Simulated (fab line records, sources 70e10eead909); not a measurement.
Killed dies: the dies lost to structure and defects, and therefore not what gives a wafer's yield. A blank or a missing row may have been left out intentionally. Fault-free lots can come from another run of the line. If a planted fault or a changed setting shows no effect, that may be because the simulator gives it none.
Chamber matching :: flow nand_harc :: pecvd-02 running NHARC_A_CONTACT_DEP_85: 3 sister chambers
The step deposits SiON, target thk 50 nm. 3 wafers are shown with their chamber, then 7 later ones without.

## WAFERS PAIRED WITH THEIR CHAMBERS
wafer: L938.1
chamber: 0
showerhead_vpp_V (V): 1225

wafer: L939.1
chamber: 2
showerhead_vpp_V (V): 1201

wafer: L939.2
chamber: 1
showerhead_vpp_V (V): 1084

## WAFERS WITHOUT THEIR CHAMBER
wafer: L939.5
showerhead_vpp_V (V): 1100

wafer: L940.1
showerhead_vpp_V (V): 1209

wafer: L940.3
showerhead_vpp_V (V): 1221

wafer: L940.4
showerhead_vpp_V (V): 1104

wafer: L943.1
showerhead_vpp_V (V): 1095

wafer: L943.2
showerhead_vpp_V (V): 1219

wafer: L943.6
showerhead_vpp_V (V): 1097

## WHICH CHAMBER EACH ONE RAN IN
wafer: L939.5
from the rows above: 1
in truth: 1

wafer: L940.1
from the rows above: can't be placed: 2 or 0
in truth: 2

wafer: L940.3
from the rows above: can't be placed: 0 or 2
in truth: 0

wafer: L940.4
from the rows above: 1
in truth: 1

wafer: L943.1
from the rows above: 1
in truth: 1

wafer: L943.2
from the rows above: can't be placed: 0 or 2
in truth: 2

wafer: L943.6
from the rows above: 1
in truth: 1
Correct placement for 4 of the 7. These rows do not allow placing 3 (true chamber among the candidates in 3). Placed wrongly: 0.
How it was worked out, from the rows above alone: a wafer's distance from a chamber is the root of the sum, over the readings, of the square of ((its reading less the chamber's mean) divided by the reading's scatter). If the next closest chamber is less than 2 further off than the closest, the wafer can't be placed; otherwise it belongs to the closest. The mean given for a chamber averages the wafers shown for that chamber. The scatter (one wafer shown for each chamber): square how far every hidden wafer sits from the nearest shown wafer, average those squares and take the square root.
